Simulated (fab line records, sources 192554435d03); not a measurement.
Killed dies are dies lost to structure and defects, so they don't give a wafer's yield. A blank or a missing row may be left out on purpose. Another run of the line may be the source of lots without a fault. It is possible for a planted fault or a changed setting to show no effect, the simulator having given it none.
Split-lot study -- flow n5 finfet -- 21 wafers read across 7 lots, on a route 1938 steps long

SPLIT DETAILS
At N5_PASSIVATION_PASS_ETCH_47 (etches SiNx in CF4/O2, target depth 770 nm, time 385 s), the setting source w was moved away from the recipe's 535 W on 10 of the 21 wafers read, by -16.2% to +17.6%. The other wafers ran this setting at the recipe's value.

The split's own step is where the reading is taken.

THE READING
rf vpp V, in V, at N5_PASSIVATION_PASS_ETCH_47 (etches SiNx in CF4/O2, target depth 770 nm, time 385 s). Typical for fault-free wafers on this fab line: 241.2 V, with standard deviation 2.9 V.

wafer,"tool, chamber at the split","source w as run, W",against the recipe,"rf vpp V, V",against lot-mates on the recipe
L078.3,"rie diel-04, 0",535,recipe,244.4,-
L078.4,"rie diel-04, 3",629.1,+17.6%,222.3,-22.1
L078.6,"rie diel-04, 0",629.1,+17.6%,225.3,-19.1
L080.1,"rie diel-04, 2",535,recipe,241.4,-
L080.2,"rie diel-04, 3",448.1,-16.2%,263.2,+21.8
L080.6,"rie diel-04, 0",448.1,-16.2%,268.2,+26.8
L082.1,"rie diel-03, 1",535,recipe,235.5,-
L082.3,"rie diel-03, 2",535,recipe,241.4,-
L082.6,"rie diel-03, 3",535,recipe,241.7,-
L084.2,"rie diel-03, 0",497,-7.1%,252.7,+16.3
L084.3,"rie diel-03, 2",497,-7.1%,251.9,+15.5
L084.4,"rie diel-03, 1",535,recipe,236.4,-
L087.2,"rie diel-04, 1",535,recipe,238.6,-
L087.3,"rie diel-04, 0",535,recipe,243.4,-
L087.6,"rie diel-04, 3",623.8,+16.6%,220.1,-20.9
L094.2,"rie diel-04, 1",535,recipe,239.9,-
L094.3,"rie diel-04, 3",595.6,+11.3%,227.0,-12.6
L094.5,"rie diel-04, 1",535,recipe,239.2,-
L093.1,"rie diel-03, 0",535,recipe,244.3,-
L093.3,"rie diel-03, 3",562.5,+5.1%,233.7,-10.6
L093.6,"rie diel-03, 0",562.5,+5.1%,238.4,-5.9

FIT RESULTS
A straight line over all 21 wafers: rf vpp V changes by -1.26 V for each +1% of source w; r = -0.96; the points scatter about the line by 3.2 V.
The same after taking each lot's own level away (the mean of its wafers on the recipe; 21 wafers): -1.38 V for each +1%; r = -0.98; scatter 2.9 V.
On that fit, the largest move of source w shifts the reading by 24 V.
From 236.40 to 244.40 V: that is the span of the lots' own levels, equal to 2.8 times the standard deviation above.
Consequently the slope shifts little with the lot-to-lot level, the two slopes agreeing.
Check: for one of the wafers moved furthest among these (+17.6%), held out of the fit, the line's prediction against its lot-mates is -23.2 V. Against them it came out at -22.1 V.
Tool readings at the split's step, against how far the setting was moved: rf vpp V r = -0.96.

ADDITIONAL SPLITS CARRIED BY THESE WAFERS
Before the reading, these wafers also passed through other splits. Each is held against what the fit with the lots' levels taken away leaves over:
other split on the same wafers,wafers away from the commonest value,r with rf vpp V (lot level and that fit taken away)
N5_BEOL_M14_EXPOSE_07 dose mj,4,+0.00
N5_BEOL_M15_PEB_26 peb temp c,7,-0.43
N5_BEOL_M15_TRENCH_ETCH_34 time s,9,+0.01

THE WHOLE CHAIN: every reading that the file lists as answering this split, in the file's order
step,what it does,reading,change (the file's fit),r (the file's)
N5_PASSIVATION_PASS_ETCH_47,"etches SiNx in CF4/O2, target depth 770 nm, time 385 s",rf vpp V,-1.33 V for each +1% of the setting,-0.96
N5_PASSIVATION_PASS_ETCH_47,"etches SiNx in CF4/O2, target depth 770 nm, time 385 s","etch.depth nm (the simulator's own value, which no gauge read)",+6.44 nm for each +1% of the setting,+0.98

THE FILE'S OWN FIT
rf vpp V changes by -1.33 V for each +1% of source w, r = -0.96.
